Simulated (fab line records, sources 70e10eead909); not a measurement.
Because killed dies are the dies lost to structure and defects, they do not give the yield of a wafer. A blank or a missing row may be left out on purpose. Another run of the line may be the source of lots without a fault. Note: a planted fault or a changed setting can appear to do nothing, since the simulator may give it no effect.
Chamber matching / flow nand-harc / cmp-03 running NHARC_THIN_TSV_CMP_01: 4 sister chambers
The step polishes. 16 wafers are shown with their chamber, then 8 later ones without.

== WAFERS, EACH WITH ITS CHAMBER ==
wafer=L832.3; chamber=2; motor-current-A (A)=13.2
wafer=L832.4; chamber=3; motor-current-A (A)=10.8
wafer=L832.5; chamber=1; motor-current-A (A)=15.1
wafer=L834.1; chamber=1; motor-current-A (A)=13.9
wafer=L834.4; chamber=0; motor-current-A (A)=12.5
wafer=L834.5; chamber=0; motor-current-A (A)=12.8
wafer=L835.2; chamber=3; motor-current-A (A)=11.2
wafer=L835.3; chamber=2; motor-current-A (A)=13.4
wafer=L835.4; chamber=1; motor-current-A (A)=14.7
wafer=L836.1; chamber=0; motor-current-A (A)=12.7
wafer=L836.4; chamber=1; motor-current-A (A)=14.2
wafer=L836.5; chamber=3; motor-current-A (A)=11.8
wafer=L838.2; chamber=1; motor-current-A (A)=14.4
wafer=L838.3; chamber=0; motor-current-A (A)=12.2
wafer=L838.6; chamber=1; motor-current-A (A)=14.0
wafer=L837.1; chamber=2; motor-current-A (A)=12.0

SIGNATURES, as means of the wafers listed above
reading=motor-current-A; chamber 0=12.550; chamber 1=14.383; chamber 2=12.867; chamber 3=11.267; scatter within a chamber=0.491
Rule: for each reading, subtract the chamber's mean from the wafer's reading, divide by that reading's scatter and square the result; add these up over the readings and take the root, which gives the wafer's distance from the chamber. If the next closest chamber is less than 2 further off than the closest, the wafer can't be placed; otherwise it belongs to the closest. The scatter: take each reading less its chamber's mean, square it, sum over the shown wafers, divide by the number of wafers less the number of chambers, and take the root.

== WAFERS WHOSE CHAMBER IS MISSING ==
wafer=L837.3; motor-current-A (A)=11.9
wafer=L837.6; motor-current-A (A)=12.8
wafer=L849.1; motor-current-A (A)=13.3
wafer=L849.4; motor-current-A (A)=12.1
wafer=L849.6; motor-current-A (A)=13.4
wafer=L851.1; motor-current-A (A)=12.9
wafer=L851.2; motor-current-A (A)=13.1
wafer=L851.5; motor-current-A (A)=11.6

== WHICH CHAMBER EACH WENT THROUGH ==
wafer=L837.3; from the rows above=can't be placed: 3 or 0 or 2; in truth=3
wafer=L837.6; from the rows above=can't be placed: 2 or 0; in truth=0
wafer=L849.1; from the rows above=can't be placed: 2 or 0 or 1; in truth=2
wafer=L849.4; from the rows above=can't be placed: 0 or 2 or 3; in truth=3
wafer=L849.6; from the rows above=can't be placed: 2 or 0 or 1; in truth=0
wafer=L851.1; from the rows above=can't be placed: 2 or 0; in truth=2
wafer=L851.2; from the rows above=can't be placed: 2 or 0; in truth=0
wafer=L851.5; from the rows above=can't be placed: 3 or 0 or 2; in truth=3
Placed correctly: 0 of 8. Can't be placed from these rows: 8 (the true chamber is among the candidates in 8). 0 placed wrongly.
